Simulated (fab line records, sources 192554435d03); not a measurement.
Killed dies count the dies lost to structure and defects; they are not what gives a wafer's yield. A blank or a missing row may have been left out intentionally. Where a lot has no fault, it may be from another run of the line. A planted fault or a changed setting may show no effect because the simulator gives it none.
A lot that was struck, set against a sound lot -- flow n5 finfet -- 16 out of 1938 route steps
Sound: these wafers, L722.2, L722.5, L722.6. Wafers struck: L725.1, L725.4, L725.5. The cause is given at the end.
For every step that has rows: the tool of each side, followed by ch and its chambers, followed by its first start. Under that, the readings that differ: sound wafers -- struck wafers -- difference of the means -- sigmas: that difference in standard deviations of wafers without a fault.
alike: a reading whose means differ by less than 2 such deviations, as well as words and numbers matching on both sides. not compared: withheld readings; readings where some wafer has no value; bounds like >300 that might hide an equal value; numbers whose values overlap and for which the record gives no deviation.
The two part at a step that has a row with sigmas, a row that says differs or no value, or rows on one side only. When numbers do not overlap yet have no deviation, they are printed without sigmas and do not part them. A reading that every wafer of one side lacks parts them only if that side has two wafers or more.

N5_BEOL_M1_SPUTTER_90: material Cu, target thk 4.5 nm, time 8.29 s.
  sound: pvd sputter-01 at day 7 03:42; struck: pvd sputter-02 at day 7 10:02
  alike: throttle valve pct
then, 2 steps without rows for these wafers: N5_BEOL_M1_ANNEAL_91 (time 240 s); N5_BEOL_M1_SPUTTER_92 (material Cu, target thk 4.5 nm, time 8.29 s).
N5_BEOL_M1_ANNEAL_93: time 240 s.
  sound: pvd sputter-01 at day 7 04:00; struck: pvd sputter-02 at day 7 10:20
  alike: heater power w
then, 1 step without rows for these wafers: N5_BEOL_M1_SPUTTER_94 (material Cu, target thk 4.5 nm, time 8.29 s).
N5_BEOL_M1_ANNEAL_95: time 240 s.
  sound: pvd sputter-01 at day 7 04:13; struck: pvd sputter-02 at day 7 10:33
  alike: heater power w
N5_BEOL_M1_SPUTTER_96: material Cu, target thk 4.5 nm, time 8.29 s.
  sound: pvd sputter-01 at day 7 04:22; struck: pvd sputter-02 at day 7 10:41
  alike: throttle valve pct
then, 1 step without rows for these wafers: N5_BEOL_M1_ECD_50 (material Cu, target thk 300 nm).
N5_BEOL_M1_ANNEAL_51: time 90 s.
  sound on rtp anneal-02 ch 0, day 7 04:36; struck on rtp anneal-01 ch 0, day 7 10:54
  alike: wafer_temp_C_max
then, 1 step without rows for these wafers: N5_BEOL_M1_CMP_52 (polishes, stops on SiOC, t overpolish 6.8 s, target thk 40 nm).
N5_BEOL_M1_THK_MEAS_53: measures by xrf.
  sound: film metro-01 at day 7 05:08; struck: film metro-02 at day 7 11:29
  alike: M1_THK
then, 1 step without rows for these wafers: N5_BEOL_M1_PRE_CLEAN_60 (time 15 s).
N5_BEOL_M1_CO_CAP_55: material Co, precursor CCTBA/H2, target thk 2 nm, time 102.1 s.
  sound on cvd co-01 ch 0,2, day 7 05:13; struck on cvd co-01 ch 0,1,2, day 7 11:34
  no value came back on the struck wafers for chamber pressure Torr (Torr), heater power outer w (W), heater power w (W); on the sound wafers chamber pressure Torr (Torr) reads 29.98 30.05 29.95
then, 1 step without rows for these wafers: N5_BEOL_M1_PRE_CLEAN_56 (time 15 s).
-- here the record skips 2 days between the struck wafers' starts before and after, leaving off in module BEOL_M1 and picking up in module BEOL_M4 (first step shown: number 1111 of the route) --
N5_BEOL_M4_RC_MEAS_101:
  sound on prober-01 ch 0, day 9 02:05; struck on prober-02 ch 0, day 9 14:47
  alike: DIBL_N, DIBL_P, IOFF_N, IOFF_P, ION_N, ION_P, SS_N, SS_P, VT_N, VT_P
-- the record jumps here: 4 days lie between the struck wafers' starts before and after (it left off in module BEOL_M4 and takes up again in module PASSIVATION, whose first step shown is number 1936 of the route) --
N5_PASSIVATION_PROBE_49:
  the record has rows for the struck wafers here (prober-01, day 14 01:23) and none for the sound ones

WHERE THEY PART
First at N5_BEOL_M1_CO_CAP_55; last, within this record, at N5_PASSIVATION_PROBE_49.

WHY: whatever the simulator had introduced
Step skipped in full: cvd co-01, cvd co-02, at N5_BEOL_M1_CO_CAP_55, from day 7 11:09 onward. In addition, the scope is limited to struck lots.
